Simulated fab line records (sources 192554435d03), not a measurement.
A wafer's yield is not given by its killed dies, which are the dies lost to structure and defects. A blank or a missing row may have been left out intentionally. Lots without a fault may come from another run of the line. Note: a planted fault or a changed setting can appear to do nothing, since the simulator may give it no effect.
fab line records	flow n5Finfet
[record] lots = 7	wafers = 18	lastDay = 18
route steps=1938 shown BEOL_M12@1604
lots that met no fault: taken from a fault-free run of the same line
startH: hours from the record's first day to the start of the lot's first wafer shown	waitH: how many hours have passed since the lot's step before this one	" unchanged from the row above	L1.1+2: several wafers, shown together as one row	- value missing, or start not given	* or withheld: withheld	< > ~ a bound
route shown NAME@n: names a module that has steps shown in the file, with the first one's number in the route	usual: the fault-free wafers' mean and standard deviation	same: alike in all rows	chamber/n: place in a boat	sites: each site's reading	_std_site: how widely they spread, as a standard deviation	_edge_site: mean of outer sites minus mean of inner sites	radiusMm: for every site, how far away it sits from the centre of the wafer	mask NAME#n: copy n	behind: the last tool/chamber to shape the wafer	hold: what put the lot on hold/how long, in hours/how the hold closed	device: whichever transistor did not switch (one of n, p or np)	end of line: tests of these same wafers at the route's end	a step with no rows: only its recipe	killed: dies that structure and defects cost at the first sort, which is not the same as the wafer's yield	map: the dies of a wafer, with x for killed, . for not killed, _ for no die there
set.NAME: setting as actually run; set.NAME@STEP: the setting as run at that earlier step	model.NAME: the simulator's own value behind a step, which no gauge read
certain route steps with their lots: each step a table, each wafer a row
services: a tool's chamber out of use, with start hour (startH, from the record's first day; less than 0 if before it), hours out, and reason
[[steps]]
[step N5_BEOL_M12_COAT_58]
[recipe] resist = BARC	tempC = 205	timeS = 60	spinRpm = 1500	resistThkNm = 89
[step N5_BEOL_M12_COAT_04]
[recipe] spinRpm = 1625	resistThkNm = 400
[step N5_BEOL_M12_EBR_06]
[recipe] solvent = PGMEA	ebrWidthMm = 1.5
[step N5_BEOL_M12_SOFTBAKE_05]
[recipe] tempC = 130	timeS = 60
[step N5_BEOL_M12_EXPOSE_07]
[recipe] maskId = V11	na = 0.93	sourceShape = conventional	sigmaOuter = 0.6	polarization = unpolarized	attpsmPhaseDeg = 180	doseMj = 32.5
[step N5_BEOL_M12_PEB_08]
[recipe] pebTempC = 130	pebTimeS = 90
[step N5_BEOL_M12_DEVELOP_09]
[recipe] developTimeS = 45	rinseLiquid = diw	dry = airSpin	devTempC = 21
[step N5_BEOL_M12_HARDBAKE_14]
[recipe] tempC = 130	timeS = 120
[step N5_BEOL_M12_CD_MEAS_10]
[recipe] targetCdNm = 140	landingEnergyEv = 500	detector = seInlens	polarity = opening
[usual] cdNm = 140.5/1.5
lot.wafer	tool	chamber	startH	waitH	cdNm
L678.1	cdSem-02	0	276.75	-	138.7
L678.4	"	0	"	"	142.2
L678.5	"	0	"	"	141.2
L682.2	cdSem-03	0	284.80	-	137.8
L682.4	"	0	"	"	141.5
L682.5	"	0	"	"	142.7
L680.1	cdSem-03	0	287.07	-	141.3
L680.3	"	0	"	"	141.6
L680.6	"	0	"	"	141.2
L688.2	cdSem-01	0	329.11	-	138.8
L688.5	"	0	"	"	138.3
L688.6	"	0	"	"	139.3
L695.1	cdSem-02	0	376.69	-	140.0
L695.6	"	0	"	"	140.9
L697.1	cdSem-01	0	380.44	-	139.2
L697.6	"	0	"	"	140.9
L696.1	cdSem-03	0	386.36	-	140.7
L696.2	"	0	"	"	139.1
[step N5_BEOL_M12_OVL_MEAS_11]
[recipe] pointsPerWafer = 44
[usual] V11_OVL = 5/5.4
lot.wafer	tool	chamber	startH	waitH	V11_OVL[nm]
L678.1	overlay-01	0	276.78	0.0	3
L678.4	"	0	"	"	6
L678.5	"	0	"	"	11
L682.2	overlay-01	0	284.83	0.0	-1
L682.4	"	0	"	"	1
L682.5	"	0	"	"	-4
L680.1	overlay-02	0	287.11	0.0	15
L680.3	"	0	"	"	10
L680.6	"	0	"	"	6
L688.2	overlay-01	0	329.14	0.0	10
L688.5	"	0	"	"	4
L688.6	"	0	"	"	17
L695.1	overlay-02	0	376.72	0.0	2
L695.6	"	0	"	"	5
L697.1	overlay-01	0	380.48	0.0	-1
L697.6	"	0	"	"	-1
L696.1	overlay-01	0	386.40	0.0	0
L696.2	"	0	"	"	4
[step N5_BEOL_M12_INSPECT_12]
[recipe] mode = adi	inspectInstrument = macro
[usual] rawDefectCount = 2.1/1.5
lot.wafer	tool	chamber	startH	waitH	rawDefectCount
L678.1	defectInspect-01	-	276.80	0.0	2
L678.4	"	-	"	"	5
L678.5	"	-	"	"	1
L682.2	defectInspect-01	-	284.86	0.0	3
L682.4	"	-	"	"	2
L682.5	"	-	"	"	2
L680.1	defectInspect-02	-	287.13	0.0	5
L680.3	"	-	"	"	4
L680.6	"	-	"	"	4
L688.2	defectInspect-01	-	329.16	0.0	2
L688.5	"	-	"	"	2
L688.6	"	-	"	"	1
L695.1	defectInspect-02	-	376.75	0.0	1
L695.6	"	-	"	"	3
L697.1	defectInspect-02	-	380.50	0.0	3
L697.6	"	-	"	"	3
L696.1	defectInspect-02	-	386.42	0.0	0
L696.2	"	-	"	"	1
[step N5_BEOL_M12_DESCUM_15]
[recipe] chemistry = O2	timeS = 7.9	sourcePowerW = 50	biasPowerW = 20	pressureMtorr = 20	rfFrequencyHz = 2.712e+07	tempC = 40	o2FlowSccm = 225
[usual] drypumpMotorCurrentA = 5.6/0.43	oesProductAu = 0.81/0.068	rfVppV = 243.4/1.3	showerheadPlenumPTorr = 2.11/0.058	throttleValvePct = 20.46/0.17
lot.wafer	tool	chamber	startH	waitH	drypumpMotorCurrentA	oesProductAu	rfHoursCounterH	rfVppV	showerheadPlenumPTorr	throttleValvePct
L678.1	rieDiel-06	0	277.16	0.4	5.3	0.72	196	242.3	2.08	20.69
L678.4	"	2	"	"	5.3	0.81	87	245.3	2.20	20.31
L678.5	"	1	"	"	6.2	0.68	-	240.2	1.96	20.45
L682.2	rieDiel-05	1	284.89	0.0	5.9	0.85	71	243.8	2.02	20.52
L682.4	"	2	"	"	5.8	0.82	82	242.7	2.04	20.66
L682.5	"	0	"	"	5.8	0.76	-	243.8	2.11	20.17
L680.1	rieDiel-05	2	287.16	0.0	5.8	0.81	83	242.5	2.04	20.68
L680.3	"	0	"	"	5.7	0.76	133	244.2	2.11	20.16
L680.6	"	3	"	"	6.2	0.88	-	243.4	2.12	20.25
L688.2	rieDiel-01	1	329.19	0.0	6.1	0.79	136	242.8	2.10	20.56
L688.5	"	1	"	"	6.1	0.78	-	243.3	2.10	20.54
L688.6	"	2	"	"	4.9	0.83	-	242.8	2.14	20.43
L695.1	rieDiel-01	0	376.78	0.0	5.4	0.78	135	243.1	2.12	20.55
L695.6	"	3	"	"	5.6	0.87	-	243.4	2.14	20.48
L697.1	rieDiel-01	2	380.53	0.0	4.9	0.81	105	244.5	2.13	20.48
L697.6	"	3	"	"	5.6	0.88	-	244.4	2.14	20.48
L696.1	rieDiel-01	3	386.50	0.1	5.6	0.88	37	243.3	2.14	20.48
L696.2	"	0	"	"	5.4	0.78	139	244.6	2.12	20.53
[step N5_BEOL_M12_ETCH_59]
[recipe] chemistry = N2/H2	target = BARC	targetDepthA = 890	overetchA = 267	timeS = 67.9	ionEnergyEv = 200	pressureMtorr = 30	sourceW = 840	biasW = 150	n2FlowSccm = 200	h2FlowSccm = 200
[usual] biasW = 150.0/0.46	drypumpMotorCurrentA = 5.6/0.43	oesProductAu = 0.69/0.057	rfVppV = 524.4/2.1	showerheadPlenumPTorr = 2.56/0.07	throttleValvePct = 17.85/0.17
lot.wafer	tool	chamber	startH	waitH	biasW	drypumpMotorCurrentA	oesProductAu	rfHoursCounterH	rfVppV	showerheadPlenumPTorr	throttleValvePct	model.coat_of_BEOL_M12_COAT_04.thkNm	model.etch.depthNm
L678.1	rieDiel-06	0	277.20	0.0	149.8	5.3	0.61	196	522.0	2.54	18.24	318.2	89.56
L678.4	"	2	"	"	150.2	5.3	0.69	87	527.2	2.68	17.77	318.6	89.54
L678.5	"	1	"	"	150.0	6.2	0.59	-	520.5	2.39	18.08	319.6	89.54
L682.2	rieDiel-05	1	284.93	0.0	150.4	5.9	0.72	71	521.3	2.45	17.94	316.6	88.88
L682.4	"	2	"	"	150.1	5.8	0.70	82	521.1	2.46	17.92	316.8	88.8
L682.5	"	0	"	"	150.2	5.8	0.65	-	522.1	2.57	17.71	317.8	88.83
L680.1	rieDiel-05	2	287.20	0.0	150.6	5.8	0.71	83	521.0	2.46	17.94	317	88.65
L680.3	"	0	"	"	149.3	5.7	0.65	133	525.0	2.57	17.72	317.8	88.75
L680.6	"	3	"	"	150.4	6.3	0.75	-	525.1	2.61	17.83	315.4	88.9
L688.2	rieDiel-01	1	329.23	0.0	150.0	6.1	0.67	136	523.9	2.53	17.86	316.8	89.15
L688.5	"	1	"	"	149.1	6.1	0.66	-	523.7	2.53	17.87	317.2	89.34
L688.6	"	2	"	"	149.3	4.9	0.72	-	526.0	2.58	17.76	315.8	89.19
L695.1	rieDiel-01	0	376.82	0.0	149.6	5.4	0.66	136	524.6	2.53	17.75	333.2	88.48
L695.6	"	3	"	"	149.4	5.6	0.75	-	526.0	2.59	17.77	333.4	87.93
L697.1	rieDiel-01	2	380.57	0.0	150.6	4.9	0.69	105	525.1	2.57	17.81	334	88.67
L697.6	"	3	"	"	149.6	5.6	0.74	-	525.5	2.59	17.79	335	87.87
L696.1	rieDiel-01	3	386.53	0.0	150.3	5.6	0.74	37	523.7	2.59	17.78	335.8	87.49
L696.2	"	0	"	"	150.0	5.4	0.67	139	523.3	2.53	17.77	318.8	88.86
[step N5_BEOL_M12_VIA_ETCH_16]
[recipe] chemistry = C4F8/O2/Ar	target = SiOC	pressureMtorr = 30	sourceW = 3000	biasW = 700	Ar_flow_sccm = 400	C4F8_flow_sccm = 15	O2_flow_sccm = 8	heInnerTorr = 15	heOuterTorr = 30	targetDepthA = 7248	timeS = withheld	ionEnergyEv = 250	ends = cleared
[usual] C4F8_flow_sccm = 14.99/0.05	biasW = 700.3/2.2	drypumpMotorCurrentA = 5.6/0.43	mfcArSccm = 399.9/1.2	oesProductAu = 0.73/0.062	rfVppV = 666.1/2.5	showerheadPlenumPTorr = 3.43/0.088	throttleValvePct = 24.16/0.15
lot.wafer	tool	chamber	startH	waitH	C4F8_flow_sccm	biasW	drypumpMotorCurrentA	mfcArSccm	oesProductAu	rfVppV	showerheadPlenumPTorr	throttleValvePct	model.coat_of_BEOL_M12_COAT_04.thkNm
L678.1	rieDiel-06	0	277.25	0.0	14.99	699.6	5.3	399.3	0.65	664.0	3.38	24.35	127.4
L678.4	"	2	"	"	15.03	699.4	5.3	401.3	0.74	671.7	3.55	23.93	119.8
L678.5	"	1	"	"	15.07	698.9	6.2	398.7	0.62	661.0	3.24	24.32	124.8
L682.2	rieDiel-05	1	284.98	0.0	14.95	697.7	5.9	400.5	0.77	663.0	3.29	24.21	122.4
L682.4	"	2	"	"	15.00	699.2	5.8	399.1	0.74	662.5	3.30	24.27	119.6
L682.5	"	0	"	"	14.97	694.5	5.8	401.9	0.69	665.5	3.45	23.94	121.8
L680.1	rieDiel-05	2	287.25	0.0	14.91	701.2	5.8	398.6	0.74	661.9	3.30	24.27	126.6
L680.3	"	0	"	"	15.04	698.0	5.7	400.2	0.68	665.9	3.44	23.94	121.8
L680.6	"	3	"	"	14.95	701.4	6.3	397.6	0.79	669.2	3.48	24.13	117.6
L688.2	rieDiel-01	1	329.28	0.0	15.03	697.4	6.1	398.1	0.70	665.3	3.43	24.36	121.6
L688.5	"	1	"	"	14.93	701.4	6.1	399.0	0.70	663.7	3.43	24.35	119.8
L688.6	"	2	"	"	14.99	694.8	4.9	400.1	0.76	667.2	3.45	24.02	117.4
L695.1	rieDiel-01	0	376.87	0.0	14.98	701.9	5.4	401.1	0.71	665.9	3.40	24.03	139.6
L695.6	"	3	"	"	14.97	700.4	5.6	401.7	0.79	668.1	3.48	24.20	135.4
L697.1	rieDiel-01	2	380.62	0.0	14.97	698.0	4.9	399.3	0.74	665.5	3.44	24.05	141.2
L697.6	"	3	"	"	14.85	701.4	5.6	399.4	0.80	665.6	3.48	24.20	140
L696.1	rieDiel-01	3	386.59	0.0	14.93	696.4	5.6	397.5	0.80	666.9	3.48	24.19	141.4
L696.2	"	0	"	"	14.98	698.1	5.4	399.5	0.70	665.0	3.40	24.05	128
[step N5_BEOL_M12_STRIP_63]
[recipe] chemistry = N2/H2	powerW = 1000	tempC = 250	h2Frac = 0.65	overashFraction = 0.3	pressureMtorr = 1000	n2FlowSccm = 1750	h2FlowSccm = 3250
[usual] drypumpMotorCurrentA = 5.75/0.28	heaterPowerW = 359/28	oesProductAu = 0.693/0.0048	stripTimeToEndpointS = 42.4/0.71
lot.wafer	tool	chamber	startH	waitH	drypumpMotorCurrentA	heaterPowerW	oesProductAu	rfHoursCounterH	stripTimeToEndpointS
L678.1	plasmaAsher-01	1	277.45	-	6.13	389	0.690	129	43.7
L678.4	"	1	"	"	6.15	395	0.691	-	41.6
L678.5	"	1	"	"	6.15	387	0.691	-	43.0
L682.2	plasmaAsher-01	0	285.18	-	5.36	305	0.683	132	42.3
L682.4	"	1	"	"	6.14	385	0.697	-	41.6
L682.5	"	0	"	"	5.35	294	0.696	-	42.1
L680.1	plasmaAsher-01	1	287.45	-	6.15	371	0.694	132	43.4
L680.3	"	0	"	"	5.39	301	0.697	-	42.2
L680.6	"	1	"	"	6.15	387	0.693	-	41.1
L688.2	plasmaAsher-02	0	329.48	-	5.52	359	0.693	85	42.1
L688.5	"	1	"	"	5.96	375	0.703	-	41.6
L688.6	"	0	"	"	5.52	376	0.684	-	41.0
L695.1	plasmaAsher-02	1	377.07	-	5.95	361	0.692	95	46.9
L695.6	"	0	"	"	5.55	369	0.690	-	45.8
L697.1	plasmaAsher-01	1	380.82	-	6.14	380	0.687	151	47.3
L697.6	"	1	"	"	6.15	384	0.694	-	47.0
L696.1	plasmaAsher-01	0	386.79	-	5.36	302	0.695	152	47.4
L696.2	"	1	"	"	6.18	378	0.695	152	43.8
[step N5_BEOL_M12_STRIP_64]
[recipe] chemistry = N2/H2	powerW = 1000	tempC = 250	h2Frac = 0.65	overashFraction = 0.3	pressureMtorr = withheld	n2FlowSccm = 1750	h2FlowSccm = 3250
[usual] drypumpMotorCurrentA = 5.75/0.28	heaterPowerW = 359/28	oesProductAu = 0.714/0.0044	stripTimeToEndpointS = 31.31/0.088
lot.wafer	tool	chamber	startH	waitH	drypumpMotorCurrentA	heaterPowerW	oesProductAu	rfHoursCounterH	stripTimeToEndpointS
L678.1	plasmaAsher-01	1	277.51	0.0	6.11	386	0.715	130	31.47
L678.4	"	1	"	"	6.13	381	0.718	-	31.46
L678.5	"	1	"	"	6.17	389	0.716	-	31.47
L682.2	plasmaAsher-01	0	285.24	0.0	5.34	298	0.714	132	31.28
L682.4	"	1	"	"	6.14	384	0.714	-	31.26
L682.5	"	0	"	"	5.36	297	0.717	-	31.26
L680.1	plasmaAsher-01	1	287.51	0.0	6.18	379	0.718	132	31.23
L680.3	"	0	"	"	5.34	301	0.706	-	31.24
L680.6	"	1	"	"	6.14	393	0.706	-	31.29
L688.2	plasmaAsher-02	0	329.54	0.0	5.55	372	0.711	85	31.34
L688.5	"	1	"	"	5.97	365	0.717	-	31.42
L688.6	"	0	"	"	5.55	370	0.717	-	31.36
L695.1	plasmaAsher-02	1	377.13	0.0	5.97	378	0.718	95	31.37
L695.6	"	0	"	"	5.52	367	0.725	-	31.36
L697.1	plasmaAsher-01	1	380.88	0.0	6.13	387	0.714	151	31.23
L697.6	"	1	"	"	6.18	383	0.711	-	31.25
L696.1	plasmaAsher-01	0	386.85	0.0	5.35	298	0.717	152	31.33
L696.2	"	1	"	"	6.14	388	0.713	152	31.27
[[services]]
tool	chamber	startH	hours	kind
rieDiel-01	3	263.49	2.6	repair
rieDiel-01	3	266.36	-	clean
rieDiel-01	3	266.36	-	consumableReplace:focusRing
rieDiel-01	3	266.36	24.7	scheduledDown
rieDiel-01	3	266.36	24.7	ventCycle
rieDiel-06	1	287.58	-	clean
rieDiel-06	1	287.58	-	consumableReplace:focusRing
rieDiel-06	1	287.58	-	consumableReplace:showerhead
rieDiel-06	1	287.58	19.8	scheduledDown
rieDiel-06	1	287.58	19.8	ventCycle
rieDiel-05	-	290.15	2.6	repair
rieDiel-06	0	300.58	5.8	repair
rieDiel-06	-	348.84	2.8	pm
rieDiel-05	0	350.53	25.4	repair
[[key]]
[firstSign] step = N5_BEOL_M12_STRIP_63	reading = stripTimeToEndpointS	direction = up	sigmas = 6.4	usual = *	struck = *
effect none on later readings
[modelEffect] step = N5_BEOL_M12_ETCH_59	value = coat_of_BEOL_M12_COAT_04.thkNm	without = 319.3	struck = 334.3
[modelEffect] step = N5_BEOL_M12_VIA_ETCH_16	value = coat_of_BEOL_M12_COAT_04.thkNm	without = 124.4	struck = 139.5
metAt N5_BEOL_M12_ETCH_59
struckWafers L695.1,L695.6,L696.1,L697.1,L697.6
onsetBetween 329.23 376.82
[fault] kind = processParameterDrift	tool = rieDiel-01	chamber = -	onsetH = 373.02	steps = N5_BEOL_M12_ETCH_59	channel = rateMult	offset = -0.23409	shape = step	endH = 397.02	scope = struckWafersOnly
